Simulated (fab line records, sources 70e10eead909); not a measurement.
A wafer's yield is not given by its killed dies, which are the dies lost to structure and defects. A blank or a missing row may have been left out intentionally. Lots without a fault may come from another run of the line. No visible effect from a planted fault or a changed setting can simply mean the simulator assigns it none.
A struck lot beside a sound one / flow nandHarc / 16 steps out of a route of 1302
Sound: the wafers L591.1, L591.4, L591.5. Wafers struck: L606.2, L606.5, L606.6. The cause is named last.
Order at every step that has rows: each side's tool, ch and its chambers, its first start. Under that, the readings that differ: sound wafers / struck wafers / difference of the means / sigmas: that difference in standard deviations of wafers without a fault.
alike: readings with means less than 2 such deviations apart, plus words and numbers identical on both sides. not compared: withheld readings, readings lacking a value on some wafer, bounds such as >300 that could conceal the same value, and numbers that have no deviation in the record and whose values overlap.
A row with sigmas, a row that says differs or no value, or rows on one side alone: a step with any of these is where the two part. Numbers that have no deviation but don't overlap get no sigmas and don't part them. Lack of a reading on every wafer of one side parts them only where that side has two or more wafers.

NHARC_P_M2_INSPECT_11:
  sound: defectInspect-02 at day 8 04:58; struck: defectInspect-01 at day 14 13:55
  alike: rawDefectCount
then, 1 step without rows for these wafers: NHARC_P_M2_DESCUM_14 (chemistry O2, time 3 s).
NHARC_P_M2_ETCH_35: etches the open film in N2/H2, target depth 40 nm, overetch 12 nm, time 43.94 s.
  sound on rieDiel-03 ch 0,1,2, day 8 05:07; struck on rieDiel-08 ch 2,3, day 14 14:04
  alike: drypumpMotorCurrentA, oesProductAu, rfVppV, showerheadPlenumPTorr, throttleValvePct
  not compared: rfHoursCounterH
then, 1 step without rows for these wafers: NHARC_P_M2_ETCH_15 (etches the open film in C4F8/Ar, target depth 182.5 nm, time 91.2 s).
NHARC_P_M2_CD_MEAS_16:
  sound: cdSem-01 at day 8 05:20; struck: cdSem-02 at day 14 14:17
  alike: cdNm
NHARC_P_M2_STRIP_18: strips in N2/H2.
  sound on rieDiel-01 ch 0,2,3, day 8 05:27; struck on rieDiel-03 ch 0,2,3, day 14 14:21
  alike: drypumpMotorCurrentA, oesProductAu, rfVppV, showerheadPlenumPTorr, throttleValvePct
  not compared: rfHoursCounterH
NHARC_P_M2_ETCH_28: etches the open film in CF4/N2, target depth 30 nm, time 72.99 s.
  sound: rieDiel-01 ch 0,3; struck: rieDiel-03 ch 0,2,3
reading=oesProductAu (a.u.); sound=0.983 0.998 0.983; struck=1.023 1.011 1.000; difference=+0.023; sigmas=+2
  alike: drypumpMotorCurrentA, rfVppV, showerheadPlenumPTorr, throttleValvePct
  not compared: rfHoursCounterH
then, 2 steps without rows for these wafers: NHARC_P_M2_STRIP_19 (strips in post etch residue remover, time 600 s); NHARC_P_M2_DEGAS_29 (time 60 s).
NHARC_P_M2_PRE_CLEAN_30: time 30 s.
  sound on pvdSputter-02; struck on pvdSputter-02
  alike: heaterPowerW
then, 1 step without rows for these wafers: NHARC_P_M2_PVD_20 (deposits TaN, target thk 5 nm, time 8.06 s).
NHARC_P_M2_PVD_21: deposits Cu, target thk 30 nm, time 20.49 s.
  sound on pvdSputter-02; struck on pvdSputter-02
  alike: cathodeDcPowerW, throttleValvePct
NHARC_P_M2_ECD_22: material Cu, target thk 400 nm.
  sound on ecdCu-02 ch 0,1, day 8 06:26; struck on ecdCu-02 ch 0,1, day 14 15:25
then, 1 step without rows for these wafers: NHARC_P_M2_ANNEAL_31 (time 90 s).
NHARC_P_M2_CMP_23: polishes, t overpolish 20 s, target thk 144.3 nm.
  sound on cmp-03 ch 0,2, day 8 07:09; struck on cmp-03 ch 1,2,3, day 14 16:14
reading=timeToEndpointS (s); sound=32 33 33; struck=20 21 21; difference=-12; sigmas=-4
  alike: motorCurrentA
NHARC_P_M2_THK_MEAS_24: measures by xrf.
  sound: filmMetro-02 at day 8 07:28; struck: filmMetro-02 at day 14 16:28
  alike: thkNm

== WHERE THEY PART ==
At NHARC_P_M2_ETCH_28 first; at NHARC_P_M2_CMP_23 last (within this record only). Later steps at which nothing parts them and some readings are alike: NHARC_P_M2_THK_MEAS_24.

WHY: whatever the simulator had introduced
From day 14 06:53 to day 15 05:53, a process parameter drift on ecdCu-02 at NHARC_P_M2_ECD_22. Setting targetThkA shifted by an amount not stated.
